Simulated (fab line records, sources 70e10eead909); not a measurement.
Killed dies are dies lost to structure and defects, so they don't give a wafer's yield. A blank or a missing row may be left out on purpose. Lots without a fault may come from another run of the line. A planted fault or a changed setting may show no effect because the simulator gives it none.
Which tool did it? | flow nand_harc | 19 lots, 57 wafers sampled, at 6 steps of a route of 1302

WHAT THE GAUGES READ, wafer by wafer
The record holds no reading of a measuring or inspecting step that can be judged against a usual standard deviation.

WHICH TOOL RAN EACH LOT (tool, then ch and the chambers of the sampled wafers, then the start)
lot  | NHARC_A_CHANNEL_FILL_D2_ETCHBACK_20 | NHARC_A_STAIRCASE_ETCH_170                    | NHARC_A_STAIRCASE_TRIM_12          | NHARC_A_STAIRCASE_TRIM_22      | NHARC_A_STAIRCASE_ETCH_23      | NHARC_A_STAIRCASE_TRIM_198
L074 | rie_diel-05 ch 1,2,3, day 14 23:18  | rie_diel-02 ch 1,2,3, day 16 02:03 or earlier | rie_diel-02 ch 0,1, day 16 02:03   | rie_diel-02 ch 1,3, no start   | rie_diel-02 ch 0,1,3, no start | rie_diel-02 ch 0,3, no start
L075 | rie_diel-05 ch 0,1, day 15 11:38    | rie_diel-11 ch 0,2,3, day 16 14:23 or earlier | rie_diel-11 ch 2,3, day 16 14:23   | rie_diel-11 ch 0,3, no start   | rie_diel-11 ch 1,2, no start   | rie_diel-03 ch 0,1,3, no start
L076 | rie_diel-07 ch 1,2, day 15 11:38    | rie_diel-11 ch 2,3, day 16 14:40 or earlier   | rie_diel-03 ch 1,2, day 16 14:40   | rie_diel-03 ch 0,1,3, no start | rie_diel-03 ch 0,1,2, no start | rie_diel-02 ch 1,2, no start
L077 | rie_diel-07 ch 0,1,2, day 15 18:45  | rie_diel-02 ch 0,2,3, day 16 21:26 or earlier | rie_diel-11 ch 1,2,3, day 16 21:26 | rie_diel-11 ch 0,1,2, no start | rie_diel-11 ch 0,2,3, no start | rie_diel-11 ch 0,1,3, no start
L079 | rie_diel-07 ch 1,2,3, day 17 01:07  | rie_diel-11 ch 0,3, day 18 06:07 or earlier   | rie_diel-02 ch 0,3, day 18 06:07   | rie_diel-03 ch 0,2,3, no start | rie_diel-03 ch 0,1,2, no start | rie_diel-11 ch 0,1,2, no start
L080 | rie_diel-08 ch 0,1,2, day 17 23:29  | rie_diel-02 ch 0,3, day 19 04:14 or earlier   | rie_diel-02 ch 0,2,3, day 19 04:14 | rie_diel-02 ch 0,1,3, no start | rie_diel-02 ch 0,1,2, no start | rie_diel-03 ch 0,1,2, no start
L084 | rie_diel-05 ch 0,1,3, day 18 17:28  | rie_diel-02 ch 1,2,3, day 19 20:32 or earlier | rie_diel-03 ch 1,2, day 19 20:32   | rie_diel-03 ch 0,1, no start   | rie_diel-03 ch 2,3, no start   | rie_diel-11 ch 2,3, no start
L082 | rie_diel-05 ch 1,3, day 18 17:32    | rie_diel-02 ch 0,1,2, day 19 20:47 or earlier | rie_diel-11 ch 1,2,3, day 19 20:47 | rie_diel-02 ch 2,3, no start   | rie_diel-02 ch 0,1,3, no start | rie_diel-02 ch 1,2,3, no start
L083 | rie_diel-05 ch 0,2,3, day 18 21:05  | rie_diel-11 ch 1,2,3, day 20 01:54 or earlier | rie_diel-03 ch 0,1,3, day 20 01:54 | rie_diel-11 ch 1,2,3, no start | rie_diel-11 ch 0,1,2, no start | rie_diel-02 ch 0,2,3, no start
L086 | rie_diel-08 ch 0,1, day 19 11:47    | rie_diel-11 ch 1,2,3, day 20 16:10 or earlier | rie_diel-11 ch 0,2, day 20 16:10   | rie_diel-11 ch 1,2,3, no start | rie_diel-11 ch 0,1,3, no start | rie_diel-03 ch 0,1,2, no start
L085 | rie_diel-07 ch 0,2,3, day 19 11:48  | rie_diel-02 ch 1,2,3, day 20 15:49 or earlier | rie_diel-11 ch 1,2,3, day 20 15:49 | rie_diel-03 ch 0,1,2, no start | rie_diel-03 ch 0,2,3, no start | rie_diel-11 ch 1,3, no start
L087 | rie_diel-07 ch 1,2,3, day 19 19:09  | rie_diel-11 ch 2,3, day 20 21:54 or earlier   | rie_diel-03 ch 1,2,3, day 20 21:54 | rie_diel-03 ch 2,3, no start   | rie_diel-03 ch 2,3, no start   | rie_diel-11 ch 0,1, no start
L088 | rie_diel-07 ch 0,1,3, day 21 06:25  | rie_diel-02 ch 0,1,3, day 22 08:48 or earlier | rie_diel-02 ch 2,3, day 22 08:48   | rie_diel-02 ch 0,2,3, no start | rie_diel-02 ch 1,2,3, no start | rie_diel-02 ch 1,2,3, no start
L090 | rie_diel-05 ch 0,3, day 21 12:19    | rie_diel-03 ch 0,1,2, day 22 20:40 or earlier | rie_diel-02 ch 0,2,3, day 22 20:40 | rie_diel-02 ch 0,2, no start   | rie_diel-02 ch 1,2,3, no start | rie_diel-11 ch 1,2,3, no start
L092 | rie_diel-07 ch 1,3, day 22 01:58    | rie_diel-03 ch 0,1,2, day 23 05:20 or earlier | rie_diel-03 ch 0,1,3, day 23 05:20 | rie_diel-02 ch 1,2, no start   | rie_diel-02 ch 1,2,3, no start | rie_diel-02 ch 0,1,3, no start
L093 | rie_diel-07 ch 0,1,3, day 23 00:10  | rie_diel-02 ch 0,1,2, day 24 03:28 or earlier | rie_diel-02 ch 0,2,3, day 24 03:28 | rie_diel-02 ch 0,2,3, no start | rie_diel-02 ch 1,2,3, no start | rie_diel-02 ch 0,1,3, no start
L094 | rie_diel-05 ch 0,3, day 23 05:45    | rie_diel-03 ch 0,1, day 24 08:23 or earlier   | rie_diel-11 ch 2,3, day 24 08:23   | rie_diel-03 ch 0,1,2, no start | rie_diel-03 ch 0,2,3, no start | rie_diel-03 ch 0,2, no start
L096 | rie_diel-05 ch 0,2,3, day 23 14:23  | rie_diel-11 ch 0,2, day 24 16:56 or earlier   | rie_diel-03 ch 2,3, day 24 16:56   | rie_diel-02 ch 1,3, no start   | rie_diel-02 ch 0,3, no start   | rie_diel-11 ch 0,1,2, no start
L097 | rie_diel-05 ch 0,1,3, day 23 23:59  | rie_diel-11 ch 1,2,3, day 25 03:13 or earlier | rie_diel-11 ch 0,1,2, day 25 03:13 | rie_diel-02 ch 0,1,3, no start | rie_diel-02 ch 0,1,3, no start | rie_diel-02 ch 0,2,3, no start
- NHARC_A_CHANNEL_FILL_D2_ETCHBACK_20: etches the open film in C4F8/O2/Ar, target depth 27 nm, time 13.5 s.
- NHARC_A_STAIRCASE_ETCH_170: etches the open film in C4F6/O2, target depth 200 nm, time 66.667 s.
- NHARC_A_STAIRCASE_TRIM_12: chemistry O2, time 211.2 s.
- NHARC_A_STAIRCASE_TRIM_22: chemistry O2, time 211.2 s.
- NHARC_A_STAIRCASE_ETCH_23: etches the open film in C4F8/O2, target depth 100 nm, time 40.5 s.
- NHARC_A_STAIRCASE_TRIM_198: chemistry O2, time 211.2 s.

WHAT THE TOOLS THEMSELVES READ (means of the sampled wafers that have a number; where no wafer has one, the mark that the record gives instead)
NHARC_A_CHANNEL_FILL_D2_ETCHBACK_20.
lot  | tool        | oes_product_au (a.u.) | rf_vpp_V (V)
L074 | rie_diel-05 | 1.007                 | 982
L075 | rie_diel-05 | 0.998                 | 984
L076 | rie_diel-07 | 0.990                 | 977
L077 | rie_diel-07 | 0.961                 | 976
L079 | rie_diel-07 | 0.982                 | 978
L080 | rie_diel-08 | 1.007                 | 975
L084 | rie_diel-05 | 1.003                 | 981
L082 | rie_diel-05 | 1.005                 | 978
L083 | rie_diel-05 | 1.006                 | 983
L086 | rie_diel-08 | 1.006                 | 975
L085 | rie_diel-07 | 0.995                 | 978
L087 | rie_diel-07 | 0.942                 | 978
L088 | rie_diel-07 | 1.000                 | 975
L090 | rie_diel-05 | 0.982                 | 982
L092 | rie_diel-07 | 0.924                 | 977
L093 | rie_diel-07 | 1.000                 | 976
L094 | rie_diel-05 | 1.012                 | 981
L096 | rie_diel-05 | 0.927                 | 983
L097 | rie_diel-05 | 1.009                 | 982

NHARC_A_STAIRCASE_ETCH_170.
lot  | tool        | drypump_motor_current_A (A) | mfc_ar_sccm (sccm) | o2_flow_sccm (sccm) | oes_product_au (a.u.) | rf_vpp_V (V) | showerhead_plenum_p_Torr (Torr) | throttle_valve_pct (%)
L074 | rie_diel-02 | 5.4                         | 500.3              | 20.03               | 0.971                 | 549          | 3.98                            | 26.902
L075 | rie_diel-11 | 5.8                         | 499.3              | 19.99               | 0.980                 | 543          | 3.80                            | 26.904
L076 | rie_diel-11 | 5.5                         | 499.9              | 20.03               | 0.957                 | 544          | 3.78                            | 26.903
L077 | rie_diel-02 | 5.1                         | 498.9              | 19.99               | 0.968                 | 547          | 3.90                            | 26.904
L079 | rie_diel-11 | 6.2                         | 499.8              | 20.08               | 0.936                 | 545          | 3.81                            | 26.893
L080 | rie_diel-02 | 5.2                         | 500.9              | 20.00               | 0.976                 | 546          | 3.87                            | 26.911
L084 | rie_diel-02 | 5.5                         | 500.2              | 20.01               | 0.980                 | 549          | 3.97                            | 26.894
L082 | rie_diel-02 | 5.5                         | 500.1              | 19.98               | 0.980                 | 549          | 4.01                            | 26.907
L083 | rie_diel-11 | 5.6                         | 501.0              | 20.01               | 0.977                 | 543          | 3.72                            | 26.911
L086 | rie_diel-11 | 5.6                         | 498.0              | 20.00               | 0.982                 | 543          | 3.72                            | 26.912
L085 | rie_diel-02 | 5.5                         | 501.4              | 19.98               | 0.970                 | 548          | 3.97                            | 26.905
L087 | rie_diel-11 | 5.5                         | 498.4              | 20.00               | 0.965                 | 543          | 3.76                            | 26.900
L088 | rie_diel-02 | 5.5                         | 500.4              | 20.05               | 0.976                 | 549          | 3.97                            | 26.905
L090 | rie_diel-03 | 5.8                         | 500.3              | 19.94               | 0.956                 | 550          | 4.01                            | 26.907
L092 | rie_diel-03 | 5.8                         | 500.2              | 19.97               | 0.979                 | 550          | 4.00                            | 26.906
L093 | rie_diel-02 | 5.4                         | 498.7              | 20.00               | 0.952                 | 548          | 3.99                            | 26.910
L094 | rie_diel-03 | 5.9                         | 497.9              | 19.94               | 0.967                 | 551          | 4.10                            | 26.902
L096 | rie_diel-11 | 6.0                         | 498.9              | 20.05               | 0.977                 | 544          | 3.80                            | 26.895
L097 | rie_diel-11 | 5.6                         | 501.8              | 20.02               | 0.991                 | 542          | 3.70                            | 26.901

NHARC_A_STAIRCASE_TRIM_12.
lot  | tool        | drypump_motor_current_A (A) | mfc_ar_sccm (sccm) | o2_flow_sccm (sccm) | oes_product_au (a.u.) | rf_vpp_V (V) | showerhead_plenum_p_Torr (Torr) | throttle_valve_pct (%)
L074 | rie_diel-02 | 5.9                         | 0.016              | 500.2               | 0.991                 | 58.1         | 3.71                            | 17.049
L075 | rie_diel-11 | 5.7                         | 0.026              | 499.1               | 0.997                 | 57.2         | 3.39                            | 17.030
L076 | rie_diel-03 | 5.7                         | 0.000              | 499.8               | 0.992                 | 57.9         | 3.36                            | 17.041
L077 | rie_diel-11 | 5.6                         | 0.021              | 500.3               | 1.004                 | 57.6         | 3.36                            | 17.041
L079 | rie_diel-02 | 5.2                         | 0.000              | 501.4               | 1.004                 | 56.6         | 3.48                            | 17.039
L080 | rie_diel-02 | 5.1                         | 0.000              | 501.2               | 0.999                 | 57.3         | 3.50                            | 17.040
L084 | rie_diel-03 | 5.7                         | 0.000              | 501.1               | 0.990                 | 57.2         | 3.34                            | 17.048
L082 | rie_diel-11 | 5.6                         | 0.021              | 500.4               | 1.004                 | 57.2         | 3.35                            | 17.024
L083 | rie_diel-03 | 5.7                         | 0.005              | 499.7               | 0.982                 | 58.0         | 3.42                            | 17.035
L086 | rie_diel-11 | 5.6                         | 0.025              | 499.8               | 0.998                 | 57.8         | 3.41                            | 17.026
L085 | rie_diel-11 | 5.6                         | 0.021              | 501.2               | 1.014                 | 57.6         | 3.34                            | 17.039
L087 | rie_diel-03 | 5.5                         | 0.005              | 501.4               | 0.980                 | 57.9         | 3.59                            | 17.031
L088 | rie_diel-02 | 5.1                         | 0.000              | 500.2               | 0.997                 | 57.5         | 3.45                            | 17.038
L090 | rie_diel-02 | 5.1                         | 0.000              | 499.7               | 1.001                 | 56.9         | 3.48                            | 17.037
L092 | rie_diel-03 | 5.7                         | 0.005              | 498.1               | 0.992                 | 58.5         | 3.58                            | 17.044
L093 | rie_diel-02 | 5.1                         | 0.000              | 501.0               | 0.996                 | 57.4         | 3.48                            | 17.026
L094 | rie_diel-11 | 5.5                         | 0.032              | 498.7               | 1.008                 | 56.9         | 3.36                            | 17.031
L096 | rie_diel-03 | 5.4                         | 0.005              | 499.6               | 1.007                 | 57.9         | 3.47                            | 17.024
L097 | rie_diel-11 | 5.7                         | 0.015              | 499.8               | 1.008                 | 57.5         | 3.35                            | 17.028

NHARC_A_STAIRCASE_TRIM_22.
lot  | tool        | drypump_motor_current_A (A) | mfc_ar_sccm (sccm) | o2_flow_sccm (sccm) | oes_product_au (a.u.) | rf_vpp_V (V) | showerhead_plenum_p_Torr (Torr) | throttle_valve_pct (%)
L074 | rie_diel-02 | 5.9                         | 0.016              | 500.3               | 0.997                 | 58.5         | 3.67                            | 17.038
L075 | rie_diel-11 | 6.1                         | 0.015              | 498.4               | 0.986                 | 58.3         | 3.40                            | 17.041
L076 | rie_diel-03 | 5.7                         | 0.005              | 500.7               | 0.988                 | 57.9         | 3.43                            | 17.042
L077 | rie_diel-11 | 5.7                         | 0.015              | 499.8               | 0.995                 | 58.5         | 3.38                            | 17.040
L079 | rie_diel-03 | 5.6                         | 0.005              | 499.3               | 0.981                 | 57.4         | 3.51                            | 17.038
L080 | rie_diel-02 | 5.6                         | 0.008              | 499.6               | 0.997                 | 58.5         | 3.59                            | 17.041
L084 | rie_diel-03 | 6.0                         | 0.000              | 499.4               | 0.976                 | 57.7         | 3.44                            | 17.044
L082 | rie_diel-02 | 5.0                         | 0.000              | 500.0               | 1.000                 | 57.2         | 3.49                            | 17.037
L083 | rie_diel-11 | 5.6                         | 0.021              | 499.9               | 1.001                 | 58.2         | 3.34                            | 17.033
L086 | rie_diel-11 | 5.6                         | 0.021              | 500.2               | 1.004                 | 57.7         | 3.34                            | 17.033
L085 | rie_diel-03 | 5.8                         | 0.000              | 500.6               | 0.991                 | 57.0         | 3.62                            | 17.038
L087 | rie_diel-03 | 5.3                         | 0.011              | 501.0               | 0.994                 | 57.3         | 3.47                            | 17.034
L088 | rie_diel-02 | 5.1                         | 0.000              | 500.3               | 0.996                 | 58.2         | 3.49                            | 17.037
L090 | rie_diel-02 | 5.1                         | 0.000              | 499.1               | 1.001                 | 58.1         | 3.52                            | 17.035
L092 | rie_diel-02 | 5.8                         | 0.016              | 501.1               | 0.993                 | 57.9         | 3.66                            | 17.038
L093 | rie_diel-02 | 5.2                         | 0.000              | 499.6               | 1.000                 | 58.5         | 3.48                            | 17.026
L094 | rie_diel-03 | 5.8                         | 0.000              | 499.1               | 0.993                 | 58.0         | 3.60                            | 17.037
L096 | rie_diel-02 | 5.6                         | 0.008              | 499.1               | 0.998                 | 57.8         | 3.52                            | 17.033
L097 | rie_diel-02 | 5.5                         | 0.008              | 500.5               | 0.995                 | 58.2         | 3.56                            | 17.039

NHARC_A_STAIRCASE_ETCH_23.
lot  | tool        | oes_product_au (a.u.) | rf_vpp_V (V)
L074 | rie_diel-02 | 0.940                 | 899
L075 | rie_diel-11 | 0.950                 | 889
L076 | rie_diel-03 | 0.925                 | 893
L077 | rie_diel-11 | 0.939                 | 891
L079 | rie_diel-03 | 0.940                 | 893
L080 | rie_diel-02 | 0.947                 | 900
L084 | rie_diel-03 | 0.940                 | 895
L082 | rie_diel-02 | 0.941                 | 897
L083 | rie_diel-11 | 0.947                 | 890
L086 | rie_diel-11 | 0.949                 | 890
L085 | rie_diel-03 | 0.938                 | 895
L087 | rie_diel-03 | 0.937                 | 893
L088 | rie_diel-02 | 0.947                 | 897
L090 | rie_diel-02 | 0.941                 | 897
L092 | rie_diel-02 | 0.948                 | 896
L093 | rie_diel-02 | 0.938                 | 896
L094 | rie_diel-03 | 0.955                 | 895
L096 | rie_diel-02 | 0.935                 | 893
L097 | rie_diel-02 | 0.950                 | 897

NHARC_A_STAIRCASE_TRIM_198.
lot  | tool        | drypump_motor_current_A (A) | mfc_ar_sccm (sccm) | o2_flow_sccm (sccm) | oes_product_au (a.u.) | rf_vpp_V (V) | showerhead_plenum_p_Torr (Torr) | throttle_valve_pct (%)
L074 | rie_diel-02 | 5.2                         | 0.000              | 499.5               | 0.995                 | 57.5         | 3.49                            | 17.042
L075 | rie_diel-03 | 5.7                         | 0.005              | 501.0               | 0.978                 | 57.8         | 3.43                            | 17.037
L076 | rie_diel-02 | 5.3                         | 0.008              | 499.8               | 0.995                 | 58.9         | 3.61                            | 17.038
L077 | rie_diel-11 | 5.9                         | 0.009              | 499.7               | 0.997                 | 57.2         | 3.37                            | 17.033
L079 | rie_diel-11 | 5.8                         | 0.015              | 500.1               | 1.000                 | 57.2         | 3.38                            | 17.033
L080 | rie_diel-03 | 5.8                         | 0.000              | 499.3               | 0.986                 | 58.1         | 3.44                            | 17.047
L084 | rie_diel-11 | 5.7                         | 0.026              | 501.4               | 1.000                 | 57.1         | 3.37                            | 17.047
L082 | rie_diel-02 | 5.4                         | 0.008              | 500.6               | 0.992                 | 57.8         | 3.57                            | 17.033
L083 | rie_diel-02 | 5.1                         | 0.000              | 500.3               | 0.992                 | 57.9         | 3.50                            | 17.044
L086 | rie_diel-03 | 5.8                         | 0.000              | 500.0               | 0.984                 | 58.0         | 3.62                            | 17.035
L085 | rie_diel-11 | 5.7                         | 0.010              | 500.2               | 1.006                 | 57.0         | 3.31                            | 17.039
L087 | rie_diel-11 | 6.1                         | 0.003              | 500.5               | 0.990                 | 57.4         | 3.39                            | 17.045
L088 | rie_diel-02 | 5.4                         | 0.008              | 499.3               | 0.996                 | 57.3         | 3.56                            | 17.042
L090 | rie_diel-11 | 5.6                         | 0.021              | 500.5               | 1.007                 | 57.2         | 3.33                            | 17.042
L092 | rie_diel-02 | 5.6                         | 0.008              | 499.5               | 1.003                 | 57.9         | 3.57                            | 17.041
L093 | rie_diel-02 | 5.6                         | 0.008              | 499.3               | 0.987                 | 57.4         | 3.57                            | 17.043
L094 | rie_diel-03 | 5.7                         | 0.000              | 498.5               | 0.986                 | 58.2         | 3.50                            | 17.023
L096 | rie_diel-11 | 5.7                         | 0.015              | 500.3               | 1.004                 | 57.7         | 3.36                            | 17.039
L097 | rie_diel-02 | 5.1                         | 0.000              | 499.6               | 1.000                 | 57.2         | 3.47                            | 17.034

THE ANSWER, worked out from the rows above alone
Rule: what is usual is taken from the lots themselves. Put in order of their means at a reading, lots are off if they are a third of the lots or fewer, leave a main group of 4 or more, and stand apart from it by a gap of 3 or more times the standard deviation of the main group's means; of several such gaps the widest counts. A main group whose means are all the same, to the digits that the tables above print for the reading, isn't used. A lot without any number at a reading at which 4 lots or more have one is off too. The other lots that the step has rows for count as sound. The gauges are gone through in route order, then the tools' own readings, and for those a lot's mean is taken as printed above. The first step at which some lot is off is used, and at that step the reading that is off furthest; a lot without a number counts as furthest.
No lot is off at any reading shown: from this, nothing can be told.

WHAT THE SIMULATOR HAD PUT IN
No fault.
